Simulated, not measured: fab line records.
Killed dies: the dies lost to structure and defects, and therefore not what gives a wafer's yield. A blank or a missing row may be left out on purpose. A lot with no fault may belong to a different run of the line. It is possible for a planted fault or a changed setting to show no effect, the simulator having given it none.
Which of the tools did it?    flow n5 finfet    Sampling: 22 lots, 66 wafers, 6 of 1938 route steps

## WHAT THE GAUGES READ, wafer by wafer
No reading from a measuring or inspecting step in the record can be judged against a usual standard deviation.

## WHAT TOOL EACH LOT RAN ON (gives the tool, then ch and the chambers of the sampled wafers, and finally the start)
lot   N5_BEOL_M8_ETCH_72                  N5_BEOL_M8_DEP_56                N5_BEOL_M9_ILD_DEP_00            N5_BEOL_M9_HM_DEP_02          N5_BEOL_M9_ETCH_62                  N5_BEOL_M9_HM_OPEN_17
L076  rie diel-05 ch 0,1,3, day 12 19:14  pecvd-03 ch 0,1,2, day 12 23:33  pecvd-04 ch 0,1, day 12 23:41    pvd sputter-02, day 13 00:43  rie diel-03 ch 0,1,3, day 13 01:16  rie metal-02 ch 0, day 13 01:28
L077  rie diel-05 ch 0,1,3, day 13 03:24  pecvd-01 ch 0,1,2, day 13 06:02  pecvd-04 ch 0,1, day 13 06:10    pvd sputter-03, day 13 08:13  rie diel-02 ch 0,1, day 13 08:53    rie metal-02 ch 0,1, day 13 09:06
L080  rie diel-04 ch 2,3, day 13 11:23    pecvd-02 ch 0,1,2, day 13 15:28  pecvd-04 ch 0,1, day 13 15:36    pvd sputter-02, day 13 17:19  rie diel-02 ch 0,2,3, day 13 18:08  rie metal-01 ch 1, day 13 18:25
L081  rie diel-04 ch 0,3, day 13 15:00    pecvd-02 ch 1,2, day 13 18:18    pecvd-03 ch 1,2, day 13 18:26    pvd sputter-01, day 13 20:07  rie diel-03 ch 0,1,2, day 13 20:47  rie metal-02 ch 0,1, day 13 20:58
L079  rie diel-01 ch 1,2,3, day 13 22:53  pecvd-02 ch 1,2, day 14 03:46    pecvd-03 ch 1,2, day 14 03:53    pvd sputter-02, day 14 05:14  rie diel-06 ch 0,2,3, day 14 06:01  rie metal-01 ch 0,1, day 14 06:13
L078  rie diel-01 ch 2,3, day 14 02:29    pecvd-01 ch 0,1,2, day 14 05:53  pecvd-03 ch 0,2, day 14 06:01    pvd sputter-03, day 14 10:05  rie diel-06 ch 0,1,3, day 14 10:52  rie metal-02 ch 0, day 14 11:04
L082  rie diel-05 ch 0,1,2, day 14 04:23  pecvd-01 ch 0,1,2, day 14 07:23  pecvd-03 ch 1,2, day 14 07:31    pvd sputter-02, day 14 10:43  rie diel-06 ch 0,1, day 14 11:23    rie metal-01 ch 0,1, day 14 11:34
L083  rie diel-05 ch 1,2,3, day 14 10:04  pecvd-01 ch 0,2, day 14 12:46    pecvd-02 ch 0,1,2, day 14 12:53  pvd sputter-01, day 14 14:17  rie diel-06 ch 0,1,2, day 14 14:50  rie metal-02 ch 0,1, day 14 15:01
L085  rie diel-01 ch 0,1,2, day 14 18:53  pecvd-03 ch 0,1,2, day 14 21:29  pecvd-02 ch 0,1,2, day 14 21:37  pvd sputter-02, day 14 23:34  rie diel-03 ch 0,2,3, day 15 00:14  rie metal-03 ch 0,1, day 15 00:25
L086  rie diel-04 ch 1,2, day 14 23:32    pecvd-02 ch 0,1,2, day 15 05:36  pecvd-04 ch 0,1,2, day 15 05:44  pvd sputter-03, day 15 07:02  rie diel-03 ch 0,2,3, day 15 07:44  rie metal-01 ch 0,1, day 15 07:58
L084  rie diel-04 ch 0,2, day 15 09:41    pecvd-02 ch 0,1,2, day 15 12:20  pecvd-04 ch 0,1,2, day 15 12:28  pvd sputter-03, day 15 14:10  rie diel-02 ch 2,3, day 15 14:49    rie metal-01 ch 0,1, day 15 15:01
L088  rie diel-04 ch 0,3, day 15 16:17    pecvd-03 ch 0,1,2, day 15 19:06  pecvd-04 ch 0,2, day 15 19:14    pvd sputter-03, day 15 21:12  rie diel-06 ch 1,2,3, day 15 21:52  rie metal-02 ch 0,1, day 15 22:05
L089  rie diel-04 ch 0,3, day 15 16:47    pecvd-03 ch 0,1,2, day 15 21:26  pecvd-03 ch 0,2, day 15 21:35    pvd sputter-02, day 15 22:31  rie diel-06 ch 0,2,3, day 15 23:12  rie metal-03 ch 0, day 15 23:23
L087  rie diel-01 ch 2,3, day 15 20:31    pecvd-03 ch 0,1, day 15 23:58    pecvd-02 ch 1, day 16 00:07      pvd sputter-02, day 16 03:16  rie diel-02 ch 0,2,3, day 16 03:56  rie metal-02 ch 0,1, day 16 04:08
L091  rie diel-05 ch 0,1,2, day 15 22:36  pecvd-01 ch 0,1, day 16 04:23    pecvd-03 ch 0,1,2, day 16 04:31  pvd sputter-01, day 16 06:05  rie diel-03 ch 0,2,3, day 16 06:51  rie metal-01 ch 0,1, day 16 07:02
L090  rie diel-05 ch 0,1, day 16 20:43    pecvd-02 ch 0,1, day 17 02:23    pecvd-04 ch 0,2, day 17 02:32    pvd sputter-01, day 17 04:19  rie diel-06 ch 0,2,3, day 17 04:59  rie metal-02 ch 1, day 17 05:10
L093  rie diel-01 ch 0,1, day 17 05:56    pecvd-02 ch 0,2, day 17 08:40    pecvd-03 ch 1,2, day 17 08:47    pvd sputter-02, day 17 11:22  rie diel-03 ch 0,1,3, day 17 11:54  rie metal-02 ch 0,1, day 17 12:06
L094  rie diel-04 ch 0,1,3, day 17 06:12  pecvd-01 ch 1,2, day 17 09:16    pecvd-02 ch 0,1,2, day 17 09:23  pvd sputter-02, day 17 11:37  rie diel-06 ch 1,2,3, day 17 12:19  rie metal-01 ch 0,1, day 17 12:29
L092  rie diel-04 ch 2,3, day 17 14:19    pecvd-03 ch 0,1,2, day 17 16:41  pecvd-03 ch 0,2, day 17 16:49    pvd sputter-03, day 17 18:08  rie diel-03 ch 0,3, day 17 18:41    rie metal-03 ch 0,1, day 17 18:52
L097  rie diel-01 ch 0,1,3, day 17 23:39  pecvd-02 ch 1,2, day 18 03:13    pecvd-03 ch 1,2, day 18 03:21    pvd sputter-02, day 18 05:23  rie diel-03 ch 0,1,3, day 18 06:23  rie metal-02 ch 1, day 18 06:43
L096  rie diel-05 ch 1,2,3, day 17 23:48  pecvd-03 ch 0,1, day 18 03:01    pecvd-03 ch 1,2, day 18 03:09    pvd sputter-02, day 18 05:17  rie diel-03 ch 1,2,3, day 18 06:08  rie metal-01 ch 0,1, day 18 06:19
L095  rie diel-01 ch 2,3, day 19 06:37    pecvd-01 ch 0,2, day 19 09:09    pecvd-03 ch 0,1, day 19 09:17    pvd sputter-02, day 19 11:55  rie diel-06 ch 0,1,3, day 19 12:35  rie metal-01 ch 0,1, day 19 12:46
- N5_BEOL_M8_ETCH_72: etches underlayer in N2/H2, target depth 6.5 nm, time 5.2 s.
- N5_BEOL_M8_DEP_56: deposits SiCN from 3MS/NH3, target thk 10 nm, time 17.5 s.
- N5_BEOL_M9_ILD_DEP_00: deposits SiCOH lowk from DEMS/porogen, target thk 308.51 nm, time 58 s.
- N5_BEOL_M9_HM_DEP_02: deposits TiN, target thk 20 nm.
- N5_BEOL_M9_ETCH_62: etches SOC in N2/H2, target depth 110 nm, overetch 22 nm, time 165 s.
- N5_BEOL_M9_HM_OPEN_17: chemistry Cl2/BCl3, target TiN, target depth 20 nm, overetch 6 nm.

## AS READ BY THE TOOLS THEMSELVES (means over the sampled wafers that have a number; for cases with no such wafer, the mark the record gives instead)
N5_BEOL_M8_ETCH_72. Usual: bias w 149.9 W (standard deviation 0.49); drypump motor current A 5.7 A (standard deviation 0.53); etch rf on time s 5.27 s (standard deviation 0.17); oes product au 0.68 a.u. (standard deviation 0.073); rf vpp V 523.6 V (standard deviation 2.3); showerhead plenum p Torr 2.53 Torr (standard deviation 0.071); throttle valve pct 17.62 % (standard deviation 0.27).
lot   tool         bias w (W)  drypump motor current A (A)  etch rf on time s (s)  oes product au (a.u.)  rf vpp V (V)  showerhead plenum p Torr (Torr)  throttle valve pct (%)  flag
L076  rie diel-05  149.8       5.7                          5.38                   0.69                   521.6         2.50                             17.61                   
L077  rie diel-05  149.6       5.7                          5.42                   0.69                   523.1         2.50                             17.62                   
L080  rie diel-04  149.3       6.0                          5.36                   0.59                   523.8         2.57                             17.63                   
L081  rie diel-04  149.7       6.0                          5.14                   0.74                   523.6         2.51                             17.36                   
L079  rie diel-01  149.7       5.3                          5.17                   0.68                   525.1         2.61                             17.66                   
L078  rie diel-01  150.3       5.5                          5.19                   0.70                   522.4         2.55                             17.49                   
L082  rie diel-05  150.0       5.7                          5.31                   0.64                   522.9         2.51                             17.57                   
L083  rie diel-05  150.1       5.7                          5.31                   0.68                   522.0         2.49                             17.58                   
L085  rie diel-01  150.1       5.3                          5.26                   0.65                   526.4         2.63                             17.81                   
L086  rie diel-04  149.6       5.4                          5.47                   0.62                   524.4         2.55                             17.74                   
L084  rie diel-04  149.5       5.5                          5.29                   0.71                   523.0         2.48                             17.35                   
L088  rie diel-04  150.5       6.0                          5.12                   0.77                   523.1         2.50                             17.28                   
L089  rie diel-04  150.0       6.0                          5.07                   0.78                   524.1         2.50                             17.30                   
L087  rie diel-01  149.8       5.5                          5.16                   0.69                   523.7         2.54                             17.50                   
L091  rie diel-05  150.3       5.7                          5.32                   0.63                   522.7         2.50                             17.61                   
L090  rie diel-05  149.9       5.6                          5.36                   0.63                   522.3         2.51                             17.65                   
L093  rie diel-01  150.0       5.2                          5.22                   0.66                   524.3         2.61                             18.00                   
L094  rie diel-04  150.0       6.2                          5.19                   0.72                   524.3         2.54                             17.58                   
L092  rie diel-04  150.2       6.0                          5.25                   0.70                   525.7         2.56                             17.47                   
L097  rie diel-01  150.4       5.4                          5.31                   0.68                   523.8         2.54                             17.79                   
L096  rie diel-05  150.4       5.7                          5.31                   0.65                   522.2         2.48                             17.62                   
L095  rie diel-01  150.0       5.5                          5.15                   0.67                   524.7         2.53                             17.56                   

N5_BEOL_M8_DEP_56. Usual: showerhead plenum p Torr 3.660 Torr, standard deviation 0.013; throttle valve pct 9.0 %, standard deviation 0.52.
lot   tool      showerhead plenum p Torr (Torr)  throttle valve pct (%)  flag
L076  pecvd-03  3.658                            9.0                     
L077  pecvd-01  3.649                            9.3                     
L080  pecvd-02  3.662                            8.9                     
L081  pecvd-02  3.661                            8.5                     
L079  pecvd-02  3.671                            9.0                     
L078  pecvd-01  3.655                            9.0                     
L082  pecvd-01  3.657                            9.2                     
L083  pecvd-01  3.640                            9.0                     
L085  pecvd-03  3.660                            9.0                     
L086  pecvd-02  3.661                            8.8                     
L084  pecvd-02  3.663                            8.8                     
L088  pecvd-03  3.657                            9.0                     
L089  pecvd-03  3.663                            8.8                     
L087  pecvd-03  3.669                            9.1                     
L091  pecvd-01  3.654                            9.5                     
L090  pecvd-02  3.669                            8.9                     
L093  pecvd-02  3.657                            8.6                     
L094  pecvd-01  3.654                            8.9                     
L092  pecvd-03  3.661                            9.0                     
L097  pecvd-02  3.658                            8.5                     
L096  pecvd-03  3.672                            9.4                     
L095  pecvd-01  3.642                            9.0                     

N5_BEOL_M9_ILD_DEP_00. Usual: heater power w 319 W, standard deviation 45; showerhead plenum p Torr 5.737 Torr, standard deviation 0.014; throttle valve pct 13.8 %, standard deviation 0.97.
lot   tool      heater power w (W)  showerhead plenum p Torr (Torr)  throttle valve pct (%)  flag
L076  pecvd-04  347                 5.732                            14.1                    
L077  pecvd-04  382                 5.742                            14.2                    
L080  pecvd-04  320                 5.752                            14.7                    
L081  pecvd-03  342                 5.727                            13.3                    
L079  pecvd-03  322                 5.721                            13.2                    
L078  pecvd-03  326                 5.731                            12.9                    
L082  pecvd-03  323                 5.734                            13.8                    
L083  pecvd-02  284                 5.740                            13.4                    
L085  pecvd-02  268                 5.737                            13.5                    
L086  pecvd-04  326                 5.739                            14.0                    
L084  pecvd-04  322                 5.735                            14.0                    
L088  pecvd-04  325                 5.724                            13.5                    
L089  pecvd-03  327                 5.728                            13.0                    
L087  pecvd-02  330                 5.749                            14.1                    
L091  pecvd-03  347                 5.733                            13.6                    
L090  pecvd-04  362                 5.733                            13.2                    
L093  pecvd-03  315                 5.726                            13.2                    
L094  pecvd-02  274                 5.736                            13.7                    
L092  pecvd-03  334                 5.740                            13.5                    
L097  pecvd-03  316                 5.728                            14.0                    
L096  pecvd-03  286                 5.742                            14.0                    
L095  pecvd-03  301                 5.752                            14.1                    

N5_BEOL_M9_HM_DEP_02. Usual: 30.3 % for throttle valve pct, sd 0.62.
lot   tool            throttle valve pct (%)  flag
L076  pvd sputter-02  30.2                    
L077  pvd sputter-03  30.4                    
L080  pvd sputter-02  30.6                    
L081  pvd sputter-01  30.3                    
L079  pvd sputter-02  30.5                    
L078  pvd sputter-03  30.4                    
L082  pvd sputter-02  30.2                    
L083  pvd sputter-01  30.6                    
L085  pvd sputter-02  30.2                    
L086  pvd sputter-03  30.3                    
L084  pvd sputter-03  30.3                    
L088  pvd sputter-03  30.4                    
L089  pvd sputter-02  30.0                    
L087  pvd sputter-02  29.9                    
L091  pvd sputter-01  30.4                    
L090  pvd sputter-01  30.4                    
L093  pvd sputter-02  30.3                    
L094  pvd sputter-02  30.2                    
L092  pvd sputter-03  31.6                    
L097  pvd sputter-02  30.0                    
L096  pvd sputter-02  30.3                    
L095  pvd sputter-02  30.4                    

N5_BEOL_M9_ETCH_62. Usual: bias w 150.0 W, standard deviation 0.44; drypump motor current A 5.7 A, standard deviation 0.39; oes product au 0.69 a.u., standard deviation 0.068; rf vpp V 524.4 V, standard deviation 2.5; showerhead plenum p Torr 2.56 Torr, standard deviation 0.097; throttle valve pct 17.68 %, standard deviation 0.24.
lot   tool         bias w (W)  drypump motor current A (A)  oes product au (a.u.)  rf vpp V (V)  showerhead plenum p Torr (Torr)  throttle valve pct (%)  flag
L076  rie diel-03  150.1       5.7                          0.66                   526.1         2.61                             17.89                   
L077  rie diel-02  150.3       5.7                          0.74                   521.6         2.50                             17.92                   
L080  rie diel-02  150.3       5.8                          0.68                   523.2         2.48                             17.85                   
L081  rie diel-03  149.9       6.1                          0.73                   524.8         2.61                             17.75                   
L079  rie diel-06  150.2       5.6                          0.68                   523.5         2.52                             17.48                   
L078  rie diel-06  150.2       5.7                          0.73                   523.8         2.52                             17.43                   
L082  rie diel-06  149.9       6.0                          0.71                   524.2         2.54                             17.37                   
L083  rie diel-06  150.2       5.6                          0.72                   524.5         2.56                             17.42                   
L085  rie diel-03  149.9       5.9                          0.68                   526.9         2.64                             17.75                   
L086  rie diel-03  150.0       5.9                          0.68                   527.0         2.64                             17.75                   
L084  rie diel-02  150.4       5.8                          0.61                   523.3         2.51                             17.84                   
L088  rie diel-06  149.4       5.4                          0.73                   523.8         2.54                             17.48                   
L089  rie diel-06  149.8       5.6                          0.67                   524.4         2.51                             17.50                   
L087  rie diel-02  149.8       5.8                          0.66                   522.5         2.47                             17.90                   
L091  rie diel-03  149.7       5.9                          0.67                   525.7         2.64                             17.76                   
L090  rie diel-06  150.1       5.6                          0.67                   523.6         2.51                             17.52                   
L093  rie diel-03  150.1       5.7                          0.70                   526.0         2.60                             17.79                   
L094  rie diel-06  150.2       5.4                          0.72                   523.5         2.53                             17.48                   
L092  rie diel-03  150.4       5.9                          0.65                   524.8         2.58                             17.65                   
L097  rie diel-03  149.6       5.7                          0.70                   525.5         2.60                             17.81                   
L096  rie diel-03  150.0       5.7                          0.71                   526.4         2.64                             17.92                   
L095  rie diel-06  150.2       5.7                          0.69                   524.4         2.51                             17.48                   

N5_BEOL_M9_HM_OPEN_17. Usual: bias w 126.0 W, standard deviation 0.39; drypump motor current A 5.8 A, standard deviation 0.43; mfc cl2 sccm 53.24 sccm, standard deviation 0.17; oes product au 0.68 a.u., standard deviation 0.073; throttle valve pct 22.2 %, standard deviation 0.3.
lot   tool          bias w (W)  drypump motor current A (A)  mfc cl2 sccm (sccm)  oes product au (a.u.)  throttle valve pct (%)  flag
L076  rie metal-02  126.3       6.1                          53.26                0.58                   22.6                    
L077  rie metal-02  125.9       6.1                          53.31                0.71                   22.4                    
L080  rie metal-01  126.2       5.9                          53.33                0.78                   21.7                    
L081  rie metal-02  125.9       6.1                          53.51                0.64                   22.5                    
L079  rie metal-01  125.6       5.3                          53.33                0.69                   22.0                    
L078  rie metal-02  125.6       6.2                          53.21                0.58                   22.6                    
L082  rie metal-01  126.0       5.6                          53.19                0.72                   21.9                    
L083  rie metal-02  126.5       6.0                          53.38                0.69                   22.4                    
L085  rie metal-03  125.9       5.7                          53.14                0.63                   22.0                    
L086  rie metal-01  126.0       5.6                          53.30                0.71                   21.9                    
L084  rie metal-01  126.4       5.3                          53.26                0.67                   22.0                    
L088  rie metal-02  126.1       6.1                          53.22                0.68                   22.4                    
L089  rie metal-03  126.1       5.7                          53.00                0.63                   21.9                    
L087  rie metal-02  126.0       6.1                          53.20                0.63                   22.6                    
L091  rie metal-01  126.2       5.6                          53.19                0.71                   21.9                    
L090  rie metal-02  125.9       6.0                          53.40                0.72                   22.3                    
L093  rie metal-02  125.8       6.1                          53.30                0.62                   22.6                    
L094  rie metal-01  126.1       5.3                          53.16                0.67                   22.0                    
L092  rie metal-03  125.7       5.6                          53.08                0.61                   22.1                    
L097  rie metal-02  125.7       6.0                          53.13                0.73                   22.3                    
L096  rie metal-01  125.9       5.3                          53.19                0.66                   22.0                    
L095  rie metal-01  126.0       5.3                          53.07                0.66                   22.0                    

## THE ANSWER, worked out from the rows above alone
Rule: lot off if the mean of its wafers having a number is beyond 3 standard deviations from the usual mean. A lot without any number at a reading at which 4 lots or more have one is off too. Any other lot the step has rows for is counted as sound. First the gauges in route order, then the tools' own readings, where a lot's mean is used as printed above. At the first step where some lot is off, the reading lying furthest off is the one used; lots without a number count as furthest.
No lot is off on any of the readings shown, so nothing can be concluded from this.

## WHAT THE SIMULATOR PUT IN
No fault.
